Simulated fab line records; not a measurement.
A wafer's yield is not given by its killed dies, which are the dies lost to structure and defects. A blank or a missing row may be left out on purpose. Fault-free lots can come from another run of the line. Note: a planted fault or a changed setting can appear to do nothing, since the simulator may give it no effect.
fab line records ; flow n5Finfet ; part 2 of 2: steps 5 to 6 of 6
record lots=19; wafers=57; lastDay=17
route steps=1938 shown SD_EPI_P@316 SDB@357 DUMMY_REMOVAL@377 HKMG_FIN@407
lots that met no fault: taken from a fault-free run of the same line
startH: the number of hours between the record's first day and the start of the first shown wafer of the lot ; waitH: hours elapsed since this lot's preceding step ; " repeats the value in the row above ; L1.1+2: a row that stands for several wafers ; - no value, or no start was given ; * or withheld: withheld ; < > ~ a bound
route shown NAME@n: NAME is a module with steps in the file, n the number in the route of the first one ; usual: the fault-free wafers' mean and standard deviation ; same: alike in all rows ; chamber/n: place in a boat ; sites: readings site by site ; _std_site: their standard deviation ; _edge_site: the outer-site mean with the inner-site mean subtracted ; radiusMm: for every site, how far away it sits from the centre of the wafer ; mask NAME#n: copy n ; behind: the most recent tool/chamber to have shaped the wafer ; hold: what put the lot on hold/how long, in hours/how the hold closed ; device: the n, p or np transistor that did not switch ; end of line: the route-end tests of the same wafers ; a step with no rows: only its recipe ; killed: dies lost to structure and defects at the first sort, not the wafer's yield ; map: a wafer's dies, marking killed ones x, the rest . and places with no die _
set.NAME: setting as actually run; set.NAME@STEP: the setting as run at that earlier step ; model.NAME: the simulator's own value behind a step, which no gauge read
the route's steps for a sample of lots (tables are steps, rows are wafers)
services: the hour from which a tool's chamber was out of use, counted from the record's first day as startH (under 0 if before that day), plus the number of hours and why
## steps
# step N5_DUMMY_REMOVAL_STRIP_10
# recipe chemistry=N2/H2; timeS=40; powerW=100; tempC=40; pressureMtorr=100; rfFrequencyHz=6e+07; biasPowerW=3; n2FlowSccm=300; h2FlowSccm=300
# usual chamberPressureMTorr=100.01/0.12; drypumpMotorCurrentA=5.55/0.26; oesProductAu=0.78/0.082; rfVppV=45.4/0.83; showerheadPlenumPTorr=3.40/0.1; throttleValvePct=12.15/0.3
lot.wafer;tool;chamber;startH;waitH;chamberPressureMTorr;drypumpMotorCurrentA;oesProductAu;rfHoursCounterH;rfVppV;showerheadPlenumPTorr;throttleValvePct
L074.1;rieDiel-02;1;70.78;0.0;99.72;5.66;0.89;29;45.9;3.31;11.98
L074.2;rieDiel-02;0;70.78;0.0;99.86;5.13;0.71;201;45.0;3.48;12.43
L074.5;rieDiel-02;3;70.78;0.0;99.91;5.36;0.78;-;46.2;3.25;12.15
L075.1;rieDiel-01;3;73.67;0.0;99.99;5.18;0.90;23;46.3;3.43;12.08
L075.2;rieDiel-01;2;73.67;0.0;99.95;5.78;0.69;202;45.8;3.47;12.58
L075.3;rieDiel-01;0;73.67;0.0;100.02;5.42;0.79;122;43.6;3.25;12.15
L078.2;rieDiel-02;3;96.19;0.0;100.04;5.36;0.78;130;45.9;3.25;12.18
L078.3;rieDiel-02;0;96.19;0.0;100.03;5.12;0.70;208;45.0;3.48;12.45
L078.6;rieDiel-02;2;96.19;0.0;99.96;5.81;0.87;-;45.6;3.43;11.65
L079.1;rieDiel-06;0;100.65;0.0;99.86;5.78;0.73;201;45.2;3.36;12.39
L079.4;rieDiel-06;3;100.65;0.0;100.06;5.90;0.89;42;46.7;3.57;11.69
L079.6;rieDiel-06;3;100.65;0.0;100.15;5.87;0.89;-;46.1;3.57;11.68
L081.3;rieDiel-02;3;117.04;0.0;100.07;5.36;0.78;137;44.7;3.24;12.19
L081.4;rieDiel-02;0;117.04;0.0;100.00;5.14;0.69;215;43.8;3.48;12.47
L081.5;rieDiel-02;1;117.04;0.0;99.94;5.67;0.86;-;45.4;3.30;12.01
L082.1;rieDiel-01;0;119.30;0.0;99.92;5.41;0.76;135;45.8;3.25;12.19
L082.2;rieDiel-01;2;119.30;0.0;100.07;5.74;0.70;215;45.4;3.46;12.63
L082.6;rieDiel-01;3;119.30;0.0;99.99;5.17;0.88;-;46.0;3.42;12.10
L083.2;rieDiel-02;0;125.44;0.0;100.03;5.12;0.69;217;45.4;3.48;12.45
L083.4;rieDiel-02;1;125.44;0.0;100.00;5.66;0.86;45;45.7;3.30;12.02
L083.6;rieDiel-02;2;125.44;0.0;100.09;5.83;0.86;-;44.1;3.43;11.68
L084.1;rieDiel-06;0;129.13;0.0;99.94;5.82;0.71;210;47.2;3.36;12.43
L084.2;rieDiel-06;3;129.13;0.0;99.98;5.90;0.88;51;44.4;3.56;11.71
L084.6;rieDiel-06;1;129.13;0.0;100.04;5.32;0.70;-;45.9;3.35;12.37
L085.1;rieDiel-02;1;144.69;0.0;100.16;5.67;0.85;50;43.5;3.30;12.02
L085.5;rieDiel-02;3;144.69;0.0;100.04;5.35;0.77;-;46.2;3.24;12.22
L085.6;rieDiel-02;0;144.69;0.0;100.09;5.13;0.69;-;44.8;3.47;12.48
L086.1;rieDiel-01;0;145.72;0.0;99.98;5.46;0.76;142;44.3;3.24;12.21
L086.2;rieDiel-01;2;145.72;0.0;100.00;5.69;0.69;223;45.6;3.46;12.65
L086.4;rieDiel-01;1;145.72;0.0;99.96;5.48;0.70;242;44.6;3.46;12.26
L087.1;rieDiel-02;3;150.62;0.0;100.07;5.35;0.77;145;44.7;3.24;12.22
L087.5;rieDiel-02;0;150.62;0.0;99.90;5.11;0.69;-;45.8;3.47;12.50
L087.6;rieDiel-02;1;150.62;0.0;99.98;5.67;0.85;-;45.5;3.30;12.04
L089.1;rieDiel-02;1;160.89;0.0;100.10;5.67;0.84;55;46.1;3.30;12.05
L089.3;rieDiel-02;3;160.89;0.0;99.94;5.35;0.77;149;47.3;3.24;12.22
L089.4;rieDiel-02;2;160.89;0.0;100.14;5.86;0.85;70;45.2;3.42;11.68
L088.1;rieDiel-06;0;166.03;0.0;99.98;5.81;0.71;223;45.1;3.35;12.44
L088.4;rieDiel-06;2;166.03;0.0;100.11;5.44;0.74;175;46.8;3.51;12.26
L088.5;rieDiel-06;0;166.03;0.0;99.96;5.79;0.70;-;45.6;3.35;12.45
L090.3;rieDiel-06;1;167.88;0.0;99.91;5.29;0.69;211;44.6;3.34;12.40
L090.5;rieDiel-06;0;167.88;0.0;99.97;5.81;0.71;-;45.4;3.35;12.44
L090.6;rieDiel-06;3;167.88;0.0;100.04;5.92;0.87;-;44.9;3.55;11.75
L091.1;rieDiel-06;2;169.73;0.0;100.07;5.43;0.73;176;45.5;3.51;12.25
L091.4;rieDiel-06;0;169.73;0.0;99.82;5.77;0.70;225;45.2;3.35;12.44
L091.5;rieDiel-06;3;169.73;0.0;99.85;5.91;0.87;-;44.3;3.55;11.74
L092.2;rieDiel-02;1;180.47;0.0;100.00;5.70;0.83;62;45.1;3.29;12.05
L092.4;rieDiel-02;0;180.47;0.0;100.09;5.12;0.68;233;45.6;3.47;12.50
L092.6;rieDiel-02;0;180.47;0.0;99.95;5.12;0.68;-;46.3;3.47;12.50
L093.1;rieDiel-01;0;187.15;0.0;100.03;5.42;0.76;155;45.1;3.24;12.24
L093.4;rieDiel-01;1;187.15;0.0;99.98;5.50;1.02;2;45.4;3.46;11.65
L093.6;rieDiel-01;2;187.15;0.0;99.98;5.75;0.68;-;44.2;3.45;12.68
L095.3;rieDiel-02;1;199.94;0.0;100.18;5.68;0.83;69;44.9;3.29;12.08
L095.5;rieDiel-02;2;199.94;0.0;99.88;5.85;0.83;-;43.2;3.42;11.73
L095.6;rieDiel-02;3;199.94;0.0;99.84;5.37;0.75;-;46.2;3.23;12.25
L097.1;rieDiel-01;1;211.54;0.0;100.05;5.51;0.97;10;46.6;3.45;11.68
L097.2;rieDiel-01;0;211.54;0.0;100.08;5.42;0.74;163;45.2;3.23;12.26
L097.3;rieDiel-01;2;211.54;0.0;99.85;5.76;0.68;242;45.7;3.45;12.69
# step N5_HKMG_FIN_STRIP_93
# recipe chemistry=N2/H2; material=SOC; timeS=20; powerW=500; tempC=40; pressureMtorr=50; rfFrequencyHz=6e+07; biasPowerW=8; h2Frac=0.5; n2FlowSccm=300; h2FlowSccm=300
# usual chamberPressureMTorr=50.00/0.042; drypumpMotorCurrentA=5.9/0.46; oesProductAu=0.75/0.075; rfFwdPowerW=495.8/2; rfVppV=54.2/0.84; showerheadPlenumPTorr=3.33/0.096; throttleValvePct=19.0/0.32
lot.wafer;tool;chamber;startH;waitH;chamberPressureMTorr;drypumpMotorCurrentA;oesProductAu;rfFwdPowerW;rfHoursCounterH;rfVppV;showerheadPlenumPTorr;throttleValvePct
L074.1;rieDiel-05;1;73.15;0.2;50.00;5.0;0.75;493.9;158;55.2;3.36;19.0
L074.2;rieDiel-05;0;73.15;0.2;50.01;5.9;0.71;498.3;203;52.9;3.21;19.0
L074.5;rieDiel-05;3;73.15;0.2;50.01;6.2;0.72;495.6;-;56.1;3.46;18.6
L075.1;rieDiel-04;3;75.99;0.2;49.95;6.1;0.83;495.9;78;54.4;3.26;18.9
L075.2;rieDiel-04;2;75.99;0.2;50.00;6.4;0.73;495.7;173;54.4;3.35;19.2
L075.3;rieDiel-04;1;75.99;0.2;50.01;6.1;0.73;495.9;190;54.8;3.47;18.7
L078.2;rieDiel-05;2;99.29;0.2;49.95;6.0;0.72;492.5;217;54.5;3.20;19.4
L078.3;rieDiel-05;3;99.29;0.2;49.98;6.1;0.73;494.0;205;53.6;3.45;18.6
L078.6;rieDiel-05;3;99.29;0.2;49.97;6.1;0.72;495.5;-;54.9;3.45;18.6
L079.1;rieDiel-05;2;102.81;0.2;49.88;6.0;0.70;491.6;219;54.0;3.20;19.4
L079.4;rieDiel-05;0;102.81;0.2;50.02;5.9;0.70;500.3;215;55.7;3.21;19.0
L079.6;rieDiel-05;1;102.81;0.2;50.03;5.0;0.74;493.6;-;53.3;3.35;19.0
L081.3;rieDiel-03;1;119.42;0.2;50.01;6.6;0.90;493.6;36;54.8;3.30;18.7
L081.4;rieDiel-03;3;119.42;0.2;49.97;5.5;0.94;496.4;-;54.0;3.31;18.9
L081.5;rieDiel-03;0;119.42;0.2;50.05;5.4;0.74;495.9;-;53.8;3.33;19.1
L082.1;rieDiel-05;2;121.60;0.2;50.03;5.9;0.70;491.9;225;53.1;3.20;19.4
L082.2;rieDiel-05;1;121.60;0.2;50.01;5.0;0.73;497.6;175;53.3;3.35;19.0
L082.6;rieDiel-05;0;121.60;0.2;49.99;5.9;0.69;496.6;-;54.5;3.20;19.0
L083.2;rieDiel-03;3;127.71;0.2;49.95;5.5;0.93;497.1;22;55.2;3.31;18.9
L083.4;rieDiel-03;0;127.71;0.2;50.03;5.4;0.72;496.7;171;54.1;3.33;19.1
L083.6;rieDiel-03;1;127.71;0.2;50.04;6.6;0.90;492.4;-;53.7;3.29;18.7
L084.1;rieDiel-04;3;131.51;0.2;49.95;6.1;0.79;496.3;99;53.7;3.25;18.9
L084.2;rieDiel-04;2;131.51;0.2;49.89;6.4;0.72;494.0;193;54.7;3.34;19.2
L084.6;rieDiel-04;2;131.51;0.2;50.01;6.4;0.73;495.9;-;53.4;3.34;19.2
L085.1;rieDiel-03;2;147.04;0.2;49.95;6.0;0.72;494.2;209;54.9;3.46;19.9
L085.5;rieDiel-03;3;147.04;0.2;50.00;5.5;0.91;497.3;-;54.0;3.31;18.9
L085.6;rieDiel-03;0;147.04;0.2;49.97;5.3;0.73;494.8;-;54.2;3.32;19.1
L086.1;rieDiel-04;1;148.18;0.2;50.02;6.1;0.71;495.5;215;53.8;3.46;18.7
L086.2;rieDiel-04;2;148.18;0.2;50.08;6.4;0.72;496.3;199;54.9;3.34;19.2
L086.4;rieDiel-04;3;148.18;0.2;50.01;6.1;0.80;493.8;-;54.5;3.25;18.9
L087.1;rieDiel-05;1;152.96;0.2;50.00;5.0;0.72;494.9;185;55.4;3.35;19.1
L087.5;rieDiel-05;2;152.96;0.2;49.99;6.0;0.69;492.1;-;53.7;3.19;19.4
L087.6;rieDiel-05;3;152.96;0.2;49.95;6.2;0.71;495.2;-;55.3;3.44;18.6
L089.1;rieDiel-05;0;163.37;0.2;49.98;5.9;0.69;495.6;234;53.9;3.20;19.0
L089.3;rieDiel-05;3;163.37;0.2;49.95;6.2;0.70;497.5;225;55.4;3.44;18.6
L089.4;rieDiel-05;1;163.37;0.2;50.02;5.0;0.71;495.7;189;53.7;3.34;19.1
L088.1;rieDiel-05;0;168.39;0.2;50.03;5.9;0.68;497.2;236;52.5;3.20;19.0
L088.4;rieDiel-05;3;168.39;0.2;50.06;6.2;0.70;495.6;227;54.5;3.44;18.6
L088.5;rieDiel-05;3;168.39;0.2;50.10;6.2;0.71;498.2;-;53.9;3.44;18.6
L090.3;rieDiel-05;0;170.37;0.2;50.02;5.9;0.69;496.3;237;53.1;3.20;19.0
L090.5;rieDiel-05;0;170.37;0.2;50.05;5.9;0.68;499.4;-;53.4;3.20;19.0
L090.6;rieDiel-05;1;170.37;0.2;50.01;5.0;0.72;493.9;-;54.1;3.34;19.1
L091.1;rieDiel-03;0;171.94;0.2;49.97;5.4;0.73;498.3;185;55.4;3.32;19.1
L091.4;rieDiel-03;3;171.94;0.2;50.04;5.5;0.89;496.7;36;53.6;3.30;18.9
L091.5;rieDiel-03;1;171.94;0.2;50.00;6.6;0.88;496.6;-;52.7;3.29;18.8
L092.2;rieDiel-03;3;182.88;0.2;49.98;5.5;0.89;492.4;43;54.5;3.30;18.9
L092.4;rieDiel-03;2;182.88;0.2;50.02;6.0;0.71;497.8;224;53.9;3.45;19.9
L092.6;rieDiel-03;2;182.88;0.2;49.98;6.0;0.71;495.1;-;53.4;3.45;19.9
L093.1;rieDiel-05;0;189.83;0.2;50.01;5.9;0.68;498.6;239;53.5;3.19;19.0
L093.4;rieDiel-05;1;189.83;0.2;50.05;5.0;0.71;497.5;194;54.4;3.34;19.1
L093.6;rieDiel-05;3;189.83;0.2;50.01;6.2;0.70;498.1;-;54.2;3.44;18.6
L095.3;rieDiel-04;2;202.09;0.2;49.96;6.4;0.70;494.3;226;53.2;3.33;19.3
L095.5;rieDiel-04;2;202.09;0.2;50.01;6.4;0.70;497.7;-;53.3;3.33;19.3
L095.6;rieDiel-04;3;202.09;0.2;50.08;6.1;0.78;494.4;-;53.3;3.24;19.0
L097.1;rieDiel-05;1;213.70;0.2;50.01;5.0;0.71;493.5;204;53.9;3.33;19.1
L097.2;rieDiel-05;3;213.70;0.2;50.04;6.2;0.71;494.4;239;54.3;3.43;18.6
L097.3;rieDiel-05;0;213.70;0.2;49.98;5.9;0.68;499.3;249;53.5;3.19;19.0
## services
tool;chamber;startH;hours;kind
rieDiel-05;0;37.87;5.3;repair
plasmaAsher-01;-;40.87;2.2;repair
rieDiel-03;3;42.17;-;clean
rieDiel-03;3;42.17;-;consumableReplace:focusRing
rieDiel-03;3;42.17;19.3;scheduledDown
rieDiel-03;3;42.17;19.3;ventCycle
plasmaAsher-01;-;56.11;12.3;repair
plasmaAsher-02;-;78.45;1.9;repair
rieDiel-03;-;95.44;6.3;repair
rieDiel-04;1;111.29;4.4;repair
rieDiel-06;2;125.43;12.1;repair
rieDiel-04;0;137.60;42.6;repair
rieDiel-02;3;142.67;1.8;repair
rieDiel-01;2;164.28;2.8;repair
rieDiel-01;1;168.11;-;clean
rieDiel-01;1;168.11;-;consumableReplace:focusRing
rieDiel-01;1;168.11;13.9;scheduledDown
rieDiel-05;-;172.74;15.6;pm
plasmaAsher-01;-;196.83;2.0;repair
rieDiel-05;2;209.68;-;clean
rieDiel-05;2;209.68;-;consumableReplace:focusRing
rieDiel-05;2;209.68;-;consumableReplace:showerhead
rieDiel-05;2;209.68;16.3;scheduledDown
rieDiel-05;2;209.68;16.3;ventCycle
